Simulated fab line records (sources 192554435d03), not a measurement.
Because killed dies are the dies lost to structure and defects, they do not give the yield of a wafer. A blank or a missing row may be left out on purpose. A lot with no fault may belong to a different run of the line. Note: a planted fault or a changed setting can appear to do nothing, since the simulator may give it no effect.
Split-lot study / flow n5 finfet / route with 1938 steps; 7 lots, 21 wafers read

## THE SPLIT ITSELF
At N5_BEOL_M12_ILD_DEP_00 (deposits SiOC from DEMS/O2, target thk 658.92 nm, time 130.7 s), the setting time s was moved away from the recipe's 130.7 s on 7 of the 21 wafers read, by -12.9% to +9.3%. All remaining wafers had this setting at the recipe value.

Split to reading: the file shows no intervening step.

## THE READING
M12_ILD_THK in nanometres, read at N5_BEOL_M12_THK_MEAS_01. Fault-free wafers of this fab line usually give 660 nm, standard deviation 8.1 nm.

wafer=L075.1; tool, chamber at the split=pecvd-02, 1; time s as run, s=142.9; against the recipe=+9.3%; M12_ILD_THK, nm=708; against lot-mates on the recipe=+58
wafer=L075.3; tool, chamber at the split=pecvd-02, 2; time s as run, s=130.7; against the recipe=recipe; M12_ILD_THK, nm=647; against lot-mates on the recipe=-
wafer=L075.6; tool, chamber at the split=pecvd-02, 0; time s as run, s=130.7; against the recipe=recipe; M12_ILD_THK, nm=652; against lot-mates on the recipe=-
wafer=L081.2; tool, chamber at the split=pecvd-04, 1; time s as run, s=130.7; against the recipe=recipe; M12_ILD_THK, nm=655; against lot-mates on the recipe=-
wafer=L081.5; tool, chamber at the split=pecvd-04, 1; time s as run, s=113.9; against the recipe=-12.9%; M12_ILD_THK, nm=586; against lot-mates on the recipe=-76
wafer=L081.6; tool, chamber at the split=pecvd-04, 0; time s as run, s=130.7; against the recipe=recipe; M12_ILD_THK, nm=669; against lot-mates on the recipe=-
wafer=L083.1; tool, chamber at the split=pecvd-03, 0; time s as run, s=130.7; against the recipe=recipe; M12_ILD_THK, nm=662; against lot-mates on the recipe=-
wafer=L083.3; tool, chamber at the split=pecvd-03, 1; time s as run, s=118.7; against the recipe=-9.2%; M12_ILD_THK, nm=590; against lot-mates on the recipe=-72
wafer=L083.4; tool, chamber at the split=pecvd-03, 2; time s as run, s=118.7; against the recipe=-9.2%; M12_ILD_THK, nm=603; against lot-mates on the recipe=-59
wafer=L086.2; tool, chamber at the split=pecvd-03, 0; time s as run, s=130.7; against the recipe=recipe; M12_ILD_THK, nm=656; against lot-mates on the recipe=-
wafer=L086.4; tool, chamber at the split=pecvd-03, 0; time s as run, s=130.7; against the recipe=recipe; M12_ILD_THK, nm=665; against lot-mates on the recipe=-
wafer=L086.6; tool, chamber at the split=pecvd-03, 2; time s as run, s=130.7; against the recipe=recipe; M12_ILD_THK, nm=654; against lot-mates on the recipe=-
wafer=L088.1; tool, chamber at the split=pecvd-02, 1; time s as run, s=116.7; against the recipe=-10.7%; M12_ILD_THK, nm=581; against lot-mates on the recipe=-84
wafer=L088.3; tool, chamber at the split=pecvd-02, 2; time s as run, s=130.7; against the recipe=recipe; M12_ILD_THK, nm=665; against lot-mates on the recipe=-
wafer=L088.6; tool, chamber at the split=pecvd-02, 2; time s as run, s=116.7; against the recipe=-10.7%; M12_ILD_THK, nm=582; against lot-mates on the recipe=-83
wafer=L095.2; tool, chamber at the split=pecvd-02, 2; time s as run, s=130.7; against the recipe=recipe; M12_ILD_THK, nm=659; against lot-mates on the recipe=-
wafer=L095.4; tool, chamber at the split=pecvd-02, 1,0; time s as run, s=130.7; against the recipe=recipe; M12_ILD_THK, nm=670; against lot-mates on the recipe=-
wafer=L095.6; tool, chamber at the split=pecvd-02, 1,0; time s as run, s=130.7; against the recipe=recipe; M12_ILD_THK, nm=670; against lot-mates on the recipe=-
wafer=L093.1; tool, chamber at the split=pecvd-03, 1; time s as run, s=130.7; against the recipe=recipe; M12_ILD_THK, nm=662; against lot-mates on the recipe=-
wafer=L093.2; tool, chamber at the split=pecvd-03, 2; time s as run, s=114.7; against the recipe=-12.2%; M12_ILD_THK, nm=588; against lot-mates on the recipe=-75
wafer=L093.4; tool, chamber at the split=pecvd-03, 2; time s as run, s=130.7; against the recipe=recipe; M12_ILD_THK, nm=664; against lot-mates on the recipe=-
If several chambers appear in one row, that row covers several wafers at once and the file leaves open which wafer was in which chamber.

FIT RESULTS
A straight line over all 21 wafers: M12_ILD_THK changes by +6.34 nm for each +1% of time s; r = +0.98; the points scatter about the line by 8 nm.
The same after taking each lot's own level away (the mean of its wafers on the recipe; 21 wafers): +6.73 nm for each +1%; r = +0.99; scatter 6.5 nm.
That fit puts the effect of the largest move of time s on the reading at 87 nm.
Measured against the standard deviation above, the lots' own levels, which go from 649.5 to 666.3 nm, span 2.1 times it.
Consequently the slope shifts little with the lot-to-lot level, the two slopes agreeing.
Check: -90.3 nm against its lot-mates is what the line predicts for one of the wafers moved furthest among these (-12.9%) when that wafer is left out of the fit. It came out at -76 nm against them.

## THE WHOLE CHAIN: every reading that the file lists as answering this split, in the file's order
step=N5_BEOL_M12_ILD_DEP_00; what it does=deposits SiOC from DEMS/O2, target thk 658.92 nm, time 130.7 s; reading=SiOC_of_BEOL_M12_ILD_DEP_00.thk nm (the simulator's own value, which no gauge read); change (the file's fit)=+6.53 nm for each +1% of the setting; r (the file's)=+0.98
step=N5_BEOL_M12_THK_MEAS_01; what it does=; reading=M12_ILD_THK; change (the file's fit)=+6.54 for each +1% of the setting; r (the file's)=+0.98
step=N5_BEOL_M12_VIA_ETCH_16; what it does=etches SiOC in C4F8/O2/Ar, target depth 724.8 nm; reading=etch.depth nm (the simulator's own value, which no gauge read); change (the file's fit)=+6.53 nm for each +1% of the setting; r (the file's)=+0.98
step=N5_BEOL_M12_VIA_ETCH_16; what it does=etches SiOC in C4F8/O2/Ar, target depth 724.8 nm; reading=coat_of_BEOL_M12_COAT_04.thk nm (the simulator's own value, which no gauge read); change (the file's fit)=-1.72 nm for each +1% of the setting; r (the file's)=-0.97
step=N5_BEOL_M12_STRIP_63; what it does=strips in N2/H2; reading=strip time to endpoint s; change (the file's fit)=withheld for each +1% of the setting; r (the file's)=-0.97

## THE FILE'S OWN FIT
M12_ILD_THK changes by +6.54 nm for each +1% of time s, r = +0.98.
